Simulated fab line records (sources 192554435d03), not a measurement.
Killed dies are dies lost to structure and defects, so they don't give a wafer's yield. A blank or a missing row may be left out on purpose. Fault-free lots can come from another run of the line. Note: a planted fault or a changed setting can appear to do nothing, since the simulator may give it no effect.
Which tool is to blame? | flow n5_finfet | 9 lots with 27 wafers sampled at 5 steps, on a route of 1938 steps

## WHAT THE GAUGES READ, wafer by wafer
N5_BEOL_M4_RC_MEAS_101. Usual: CHAIN_V0 241 ohm/link, standard deviation 9.7; CHAIN_V0_max_site 252 ohm/link, standard deviation 11; DIBL_N 36.6 mV/V, standard deviation 2.3; DIBL_P 36.3 mV/V, standard deviation 2.8; IOFF_N 0.17 nA/um, standard deviation 0.047; IOFF_P 0.22 nA/um, standard deviation 0.048; ION_N 676 uA/um, standard deviation 14; ION_P 463 uA/um, standard deviation 9.4; SS_N 71.6 mV/dec, standard deviation 0.84; SS_P 73.4 mV/dec, standard deviation 0.85; VT_N 249 mV, standard deviation 3.7; VT_P -249 mV, standard deviation 3.6.
lot  | measured     | on        | CHAIN_V0 (ohm/link) | CHAIN_V0_max_site (ohm/link) | DIBL_N (mV/V)  | DIBL_P (mV/V)  | IOFF_N (nA/um) | IOFF_P (nA/um) | ION_N (uA/um) | ION_P (uA/um) | SS_N (mV/dec)  | SS_P (mV/dec)  | VT_N (mV)   | VT_P (mV)      | flag
L384 | day 7 23:09  | prober-02 | 240 260 232         | 246 269 240                  | 35.1 34.6 37.2 | 32.6 33.7 37.4 | 0.15 0.13 0.18 | 0.18 0.18 0.24 | 667 679 674   | 461 470 467   | 72.0 70.9 71.3 | 73.0 71.8 73.8 | 249 253 248 | -249 -249 -248 |
L386 | day 8 04:20  | prober-02 | 243 246 249         | 249 258 253                  | 39.8 37.6 38.7 | 40.1 37.1 38.1 | 0.27 0.19 0.21 | 0.34 0.26 0.27 | 711 672 676   | 485 471 470   | 72.3 71.8 71.5 | 74.3 73.2 73.4 | 239 248 245 | -244 -245 -247 |
L393 | day 10 04:41 | prober-01 | 226 194 239         | 235 201 244                  | 38.0 38.0 36.7 | 38.6 39.6 37.7 | 0.21 0.23 0.19 | 0.30 0.33 0.27 | 691 697 677   | 477 481 471   | 72.2 71.9 72.0 | 74.2 74.5 74.3 | 247 246 249 | -241 -240 -242 |
L398 | day 11 05:46 | prober-02 | 242 244 235         | 249 261 241                  | 37.5 36.7 34.2 | 38.0 38.0 35.2 | 0.18 0.15 0.12 | 0.22 0.22 0.18 | 675 657 660   | 463 458 461   | 72.5 72.2 70.7 | 73.7 73.2 72.0 | 247 250 252 | -249 -250 -252 |
L399 | day 11 21:28 | prober-02 | 235 236 241         | 242 246 246                  | 37.7 37.3 36.7 | 38.0 37.2 37.9 | 0.21 0.17 0.19 | 0.27 0.24 0.27 | 713 676 686   | 486 465 475   | 71.9 72.1 71.2 | 74.5 73.3 73.4 | 244 251 244 | -244 -246 -245 |
L402 | day 12 09:35 | prober-01 | 235 236 235         | 253 243 242                  | 35.1 33.5 36.1 | 35.4 33.8 36.4 | 0.14 0.12 0.16 | 0.19 0.17 0.22 | 683 658 679   | 471 456 466   | 70.4 70.8 71.5 | 72.8 71.8 73.1 | 249 251 250 | -252 -252 -250 |
L403 | day 12 23:11 | prober-01 | 221 228 236         | 229 236 239                  | 36.6 34.8 35.4 | 38.3 35.2 37.6 | 0.16 0.13 0.15 | 0.25 0.19 0.23 | 679 661 681   | 473 459 470   | 73.0 71.9 71.8 | 73.3 73.0 74.2 | 248 253 251 | -247 -253 -247 |
L405 | day 13 03:17 | prober-02 | 235 256 242         | 246 270 252                  | 36.4 34.7 36.7 | 35.4 33.0 35.2 | 0.16 0.13 0.16 | 0.19 0.17 0.20 | 668 688 681   | 458 471 469   | 71.6 71.2 71.7 | 72.9 72.6 73.6 | 250 250 252 | -252 -251 -248 |
L407 | day 13 22:28 | prober-02 | 241 245 248         | 257 254 262                  | 39.1 33.5 38.9 | 40.3 33.6 37.9 | 0.23 0.14 0.22 | 0.30 0.18 0.25 | 704 688 683   | 479 474 468   | 72.8 71.2 72.8 | 74.6 73.0 73.7 | 243 248 246 | -245 -249 -244 |

N5_BEOL_M5_THK_MEAS_01. Usual: M5_ILD_THK 121.8 nm, standard deviation 2.
lot  | measured     | on            | M5_ILD_THK (nm)   | flag
L384 | day 8 01:13  | film_metro-01 | 120.7 120.8 119.1 |
L386 | day 8 05:52  | film_metro-02 | 122.8 123.5 123.5 |
L393 | day 10 06:05 | film_metro-01 | 118.4 119.7 119.2 |
L398 | day 11 07:19 | film_metro-02 | 120.8 119.1 123.1 |
L399 | day 11 23:05 | film_metro-01 | 117.6 120.3 118.2 |
L402 | day 12 11:09 | film_metro-02 | 121.9 121.4 124.0 |
L403 | day 13 00:34 | film_metro-01 | 122.8 125.4 122.7 |
L405 | day 13 04:32 | film_metro-01 | 121.8 121.2 121.3 |
L407 | day 14 01:38 | film_metro-01 | 122.2 121.9 123.3 |

## WHICH TOOL RAN EACH LOT (tool, then ch and the chambers of the sampled wafers, then the start)
lot  | N5_BEOL_M1_ETCH_70                 | N5_BEOL_M4_CMP_52             | N5_BEOL_M5_CURE_79
L384 | rie_diel-06 ch 0,1,2, day 6 11:23  | cmp-04 ch 0,1,3, day 7 22:35  | uv_cure-02 ch 1, day 8 00:42
L386 | rie_diel-05 ch 0,1,3, day 6 14:37  | cmp-03 ch 0,1,3, day 8 03:48  | uv_cure-03 ch 2, day 8 05:21
L393 | rie_diel-04 ch 0,1,3, day 8 15:37  | cmp-04 ch 0,2, day 10 03:53   | uv_cure-01 ch 2, day 10 05:39
L398 | rie_diel-05 ch 0,2, day 9 14:56    | cmp-04 ch 1,2,3, day 11 05:14 | uv_cure-03 ch 2, day 11 06:48
L399 | rie_diel-05 ch 0,3, day 10 00:04   | cmp-03 ch 1,2, day 11 20:51   | uv_cure-03 ch 2, day 11 22:34
L402 | rie_diel-06 ch 1,2,3, day 10 18:13 | cmp-01 ch 0,1,3, day 12 08:59 | uv_cure-03 ch 0, day 12 10:38
L403 | rie_diel-04 ch 0,1,3, day 11 08:26 | cmp-01 ch 1,2,3, day 12 22:30 | uv_cure-02 ch 0, day 13 00:08
L405 | rie_diel-05 ch 0,2, day 11 16:28   | cmp-04 ch 0,2, day 13 02:23   | uv_cure-01 ch 2, day 13 04:11
L407 | rie_diel-04 ch 0,2,3, day 12 01:58 | cmp-01 ch 0,1,2, day 13 21:25 | uv_cure-02 ch 2, day 14 01:22
- N5_BEOL_M1_ETCH_70: etches SOC in N2/H2, target depth 80 nm, overetch 16 nm, time 120 s.
- N5_BEOL_M4_CMP_52: polishes, stops on SiOC, t overpolish 6.8 s, target thk 40 nm.
- N5_BEOL_M5_CURE_79: cures SiCOH lowk, time 240 s.

## AS READ BY THE TOOLS THEMSELVES (means over the sampled wafers that have a number; for cases with no such wafer, the mark the record gives instead)
N5_BEOL_M1_ETCH_70. Usual: drypump_motor_current_A 5.5 A, standard deviation 0.41; oes_product_au 0.62 a.u., standard deviation 0.064; rf_vpp_V 523.9 V, standard deviation 2.2; showerhead_plenum_p_Torr 2.54 Torr, standard deviation 0.071; throttle_valve_pct 17.88 %, standard deviation 0.28.
lot  | tool        | drypump_motor_current_A (A) | oes_product_au (a.u.) | rf_vpp_V (V) | showerhead_plenum_p_Torr (Torr) | throttle_valve_pct (%) | flag
L384 | rie_diel-06 | 5.6                         | 0.62                  | 524.4        | 2.57                            | 17.99                  |
L386 | rie_diel-05 | 5.5                         | 0.59                  | 524.8        | 2.55                            | 17.86                  |
L393 | rie_diel-04 | 5.3                         | 0.67                  | 522.9        | 2.50                            | 17.73                  |
L398 | rie_diel-05 | 5.6                         | 0.62                  | 523.8        | 2.53                            | 17.83                  |
L399 | rie_diel-05 | 5.4                         | 0.54                  | 525.2        | 2.56                            | 17.96                  |
L402 | rie_diel-06 | 5.6                         | 0.63                  | 524.3        | 2.54                            | 17.77                  |
L403 | rie_diel-04 | 5.3                         | 0.64                  | 522.1        | 2.49                            | 17.77                  |
L405 | rie_diel-05 | 5.4                         | 0.59                  | 523.0        | 2.49                            | 17.99                  |
L407 | rie_diel-04 | 5.2                         | 0.67                  | 522.5        | 2.52                            | 17.70                  |

N5_BEOL_M4_CMP_52. Usual: barrier_field_endpoint_s 24.6 s, standard deviation 0.89; edge_zone_pressure_frac 0.999, standard deviation 0.0047; motor_current_A 5.8 A, standard deviation 0.56; overpolish_run_s 6.799 s, standard deviation 0.0093; slurry_flow_ml_min 150.0, standard deviation 0.49; time_to_endpoint_s 61 s, standard deviation 4.2.
lot  | tool   | barrier_field_endpoint_s (s) | edge_zone_pressure_frac | motor_current_A (A) | overpolish_run_s (s) | slurry_flow_ml_min | time_to_endpoint_s (s) | flag
L384 | cmp-04 | 24.9                         | 0.999                   | 5.5                 | 6.804                | 150.1              | 60                     |
L386 | cmp-03 | 25.5                         | 0.999                   | 5.9                 | 6.799                | 149.7              | 67                     |
L393 | cmp-04 | 24.8                         | 0.997                   | 6.2                 | 6.799                | 149.9              | 62                     |
L398 | cmp-04 | 25.4                         | 0.998                   | 5.9                 | 6.794                | 150.0              | 64                     |
L399 | cmp-03 | 23.1                         | 1.001                   | 6.2                 | 6.802                | 149.4              | 57                     |
L402 | cmp-01 | 25.0                         | 0.999                   | 5.6                 | 6.802                | 150.3              | 60                     |
L403 | cmp-01 | 25.4                         | 0.999                   | 5.7                 | 6.803                | 150.4              | 60                     |
L405 | cmp-04 | 25.4                         | 0.998                   | 5.9                 | 6.805                | 150.0              | 66                     |
L407 | cmp-01 | 23.9                         | 1.000                   | 5.7                 | 6.800                | 149.9              | 59                     |

N5_BEOL_M5_CURE_79. Usual: lamp_power_pct 52.31 %, standard deviation 0.054; wafer_temp_C_max 386.8, standard deviation 0.83.
lot  | tool       | lamp_power_pct (%) | wafer_temp_C_max | flag
L384 | uv_cure-02 | 52.27              | 386.9            |
L386 | uv_cure-03 | 52.23              | 386.6            |
L393 | uv_cure-01 | 52.32              | 387.5            |
L398 | uv_cure-03 | 52.38              | 386.5            |
L399 | uv_cure-03 | 52.23              | 386.2            |
L402 | uv_cure-03 | 52.31              | 386.0            |
L403 | uv_cure-02 | 52.30              | 386.7            |
L405 | uv_cure-01 | 52.31              | 388.6            |
L407 | uv_cure-02 | 52.35              | 386.5            |

## THE ANSWER, worked out from the rows above alone
Rule: a lot counts as off when the mean over its wafers that have a number is more than 3 standard deviations away from the usual mean. Also off: a lot with no number at a reading for which 4 or more lots have one. All remaining lots with rows at the step are treated as sound. The gauges are gone through in route order, then the tools' own readings, and for those a lot's mean is taken as printed above. The first step at which some lot is off is used, and at that step the reading that is off furthest; a lot without a number counts as furthest.
No lot is off on any of the readings shown, so nothing can be concluded from this.

## WHAT WAS PUT IN BY THE SIMULATOR
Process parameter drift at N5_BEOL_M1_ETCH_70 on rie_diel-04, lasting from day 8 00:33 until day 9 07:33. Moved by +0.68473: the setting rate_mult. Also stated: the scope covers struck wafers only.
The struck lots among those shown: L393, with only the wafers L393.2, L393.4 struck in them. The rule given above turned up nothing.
